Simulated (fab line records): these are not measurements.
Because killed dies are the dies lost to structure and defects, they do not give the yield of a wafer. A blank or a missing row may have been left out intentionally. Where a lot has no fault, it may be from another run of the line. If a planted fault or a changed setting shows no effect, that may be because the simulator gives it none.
What tool caused it?    flow n5 finfet    11 lots with 32 wafers sampled at 3 steps, on a route of 1938 steps

## WHAT EACH GAUGE READ, for each wafer
N5_HKMG_FIN_CD_MEAS_49 targets a cd of 202 nm.
lot   measured     on         cd nm (nm)
L168  day 4 06:55  cd sem-03  202.4 202.2 201.9
L171  day 5 05:18  cd sem-01  202.1 202.3 203.0
L172  day 5 11:08  cd sem-02  203.3 201.8 202.9
L173  day 5 14:29  cd sem-03  203.0 201.4 202.3
L175  day 5 23:21  cd sem-03  212.9 200.4
L184  day 8 06:43  cd sem-03  202.5 202.9 201.7
L185  day 8 09:15  cd sem-03  202.5 201.8 202.3
L187  day 8 23:16  cd sem-01  201.7 201.9 202.4
L188  day 9 07:33  cd sem-01  202.4 201.5 202.3
L189  day 9 12:44  cd sem-03  202.3 202.3 201.0
L190  day 9 20:23  cd sem-03  201.4 201.6 200.9

## WHAT TOOL EACH LOT RAN ON (gives the tool, then ch and the chambers of the sampled wafers, and finally the start)
lot   N5_SDB_CUT_ETCH_26               N5_HKMG_FIN_EXPOSE_46
L168  rie si-01 ch 0,2,3, day 4 01:47  arfi scanner-01 ch 0, day 4 06:47
L171  rie si-04 ch 1,3, day 5 00:23    arfi scanner-01 ch 0, day 5 05:11
L172  rie si-01 ch 0,1,3, day 5 06:14  arfi scanner-01 ch 0, day 5 11:01
L173  rie si-01 ch 0,1,2, day 5 09:43  arfi scanner-01 ch 0, day 5 14:22
L175  rie si-01 ch 0,1, day 5 18:29    arfi scanner-01 ch 0, day 5 23:14
L184  rie si-05 ch 1,2,3, day 8 01:59  arfi scanner-03 ch 0, day 8 06:35
L185  rie si-05 ch 0,3, day 8 04:28    arfi scanner-02 ch 0, day 8 09:08
L187  rie si-04 ch 0,3, day 8 17:59    arfi scanner-03 ch 0, day 8 23:09
L188  rie si-05 ch 0,1,2, day 9 02:44  arfi scanner-02 ch 0, day 9 07:26
L189  rie si-04 ch 0,1,2, day 9 07:46  arfi scanner-02 ch 0, day 9 12:37
L190  rie si-01 ch 0,2,3, day 9 15:33  arfi scanner-01 ch 0, day 9 20:16
- N5_SDB_CUT_ETCH_26: etches Si in HBr/Cl2/O2, target depth 129.6 nm, bt time 20 s, time 51.8 s.
- N5_HKMG_FIN_EXPOSE_46: exposes mask NDIPOLE.

## THE ANSWER, worked out from the rows above alone
Rule: usual is defined by the lots themselves. The widest of any qualifying gaps counts: lots, ordered by their means at a reading, are off when they make up no more than a third of the lots, leave a main group of 4 or more, and stand apart from it by 3 or more times the standard deviation of that group's means. The tables above print the reading to a certain number of digits; a main group whose means all agree to those digits is not used. Also off: a lot with no number at a reading for which 4 or more lots have one. All remaining lots with rows at the step are treated as sound.
Off at N5_HKMG_FIN_CD_MEAS_49 (cd nm): L175. Main group: mean 202.1 nm, sd 0.35.
If a tool, at a process step before that reading, ran all the lots that are off and no sound lot after the first of them, it fits. Gauges at N5_HKMG_FIN_CD_MEAS_49: tried the same way as those tools. Of those tried, none fits.

## WHAT THE SIMULATOR PUT IN
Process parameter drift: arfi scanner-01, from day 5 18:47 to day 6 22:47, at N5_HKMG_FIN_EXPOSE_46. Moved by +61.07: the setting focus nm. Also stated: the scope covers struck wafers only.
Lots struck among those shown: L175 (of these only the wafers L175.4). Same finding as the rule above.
